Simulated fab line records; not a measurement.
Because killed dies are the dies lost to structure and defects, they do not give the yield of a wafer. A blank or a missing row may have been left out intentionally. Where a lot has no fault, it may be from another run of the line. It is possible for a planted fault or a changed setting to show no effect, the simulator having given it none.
Split-lot trial + flow n5Finfet + 7 lots, 21 wafers read, on a route of 1938 steps

SPLIT DETAILS
At N5_BEOL_M14_SPUTTER_43 (material TaN, target thk 15 nm, time 24.19 s), the setting powerW was moved away from the recipe's 15000 W on 5 of the 21 wafers read, by -10.5% to +16.3%. The other wafers ran this setting at the recipe's value.

The reading is taken at the split's own step.

THE READING
TaN_of_BEOL_M14_SPUTTER_43.thkNm (the simulator's own value, which no gauge read), in nm, at N5_BEOL_M14_SPUTTER_43 (material TaN, target thk 15 nm, time 24.19 s). The file gives no usual value for it. Here, 16 wafers ran the recipe; their average is 15.1 nm with a standard deviation of 0.19 nm.

| wafer  | tool, chamber at the split | powerW as run, W | against the recipe | TaN_of_BEOL_M14_SPUTTER_43.thkNm, nm | against lot-mates on the recipe |
|--------|----------------------------|------------------|--------------------|--------------------------------------|---------------------------------|
| L077.2 | pvdSputter-02, -           | 15000            | recipe             | 15.2                                 | -                               |
| L077.3 | pvdSputter-02, -           | 15000            | recipe             | 15                                   | -                               |
| L077.4 | pvdSputter-02, -           | 15000            | recipe             | 14.8                                 | -                               |
| L084.1 | pvdSputter-01, -           | 15000            | recipe             | 15.2                                 | -                               |
| L084.2 | pvdSputter-01, -           | 16810            | +12.1%             | 16.8                                 | +1.7                            |
| L084.4 | pvdSputter-01, -           | 15000            | recipe             | 15                                   | -                               |
| L080.2 | pvdSputter-01, -           | 15000            | recipe             | 15                                   | -                               |
| L080.4 | pvdSputter-01, -           | 15000            | recipe             | 15                                   | -                               |
| L080.5 | pvdSputter-01, -           | 15000            | recipe             | 15                                   | -                               |
| L087.2 | pvdSputter-01, -           | 16740            | +11.6%             | 16.6                                 | +1.5                            |
| L087.3 | pvdSputter-01, -           | 15000            | recipe             | 15                                   | -                               |
| L087.5 | pvdSputter-01, -           | 15000            | recipe             | 15.2                                 | -                               |
| L085.2 | pvdSputter-03, -           | 15000            | recipe             | 15.4                                 | -                               |
| L085.5 | pvdSputter-03, -           | 15000            | recipe             | 15.4                                 | -                               |
| L085.4 | pvdSputter-03, -           | 17440            | +16.3%             | 17.8                                 | +2.4                            |
| L091.1 | pvdSputter-01, -           | 13430            | -10.5%             | 13.6                                 | -1.4                            |
| L091.4 | pvdSputter-01, -           | 13430            | -10.5%             | 13.6                                 | -1.4                            |
| L091.6 | pvdSputter-01, -           | 15000            | recipe             | 15                                   | -                               |
| L090.2 | pvdSputter-02, -           | 15000            | recipe             | 15.4                                 | -                               |
| L090.3 | pvdSputter-02, -           | 15000            | recipe             | 14.8                                 | -                               |
| L090.5 | pvdSputter-02, -           | 15000            | recipe             | 15                                   | -                               |

THE FIT
A straight line over all 21 wafers: TaN_of_BEOL_M14_SPUTTER_43.thkNm changes by +0.148 nm for each +1% of powerW; r = +0.98; the points scatter about the line by 0.19 nm.
The same after taking each lot's own level away (the mean of its wafers on the recipe; 21 wafers): +0.139 nm for each +1%; r = +0.99; scatter 0.13 nm.
On that fit, the largest move of powerW shifts the reading by 2.3 nm.
From 15.00 to 15.40 nm: that is the span of the lots' own levels, equal to 2.1 times the standard deviation above.
So the lot-to-lot level changes the slope little: the two slopes agree.
Check: for one of the wafers moved furthest among these (+16.3%), held out of the fit, the line's prediction against its lot-mates is +2.19 nm. Against them it came out at +2.4 nm.

THE FILE'S OWN FIT
TaN_of_BEOL_M14_SPUTTER_43.thkNm changes by +0.14 nm for each +1% of powerW, r = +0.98.
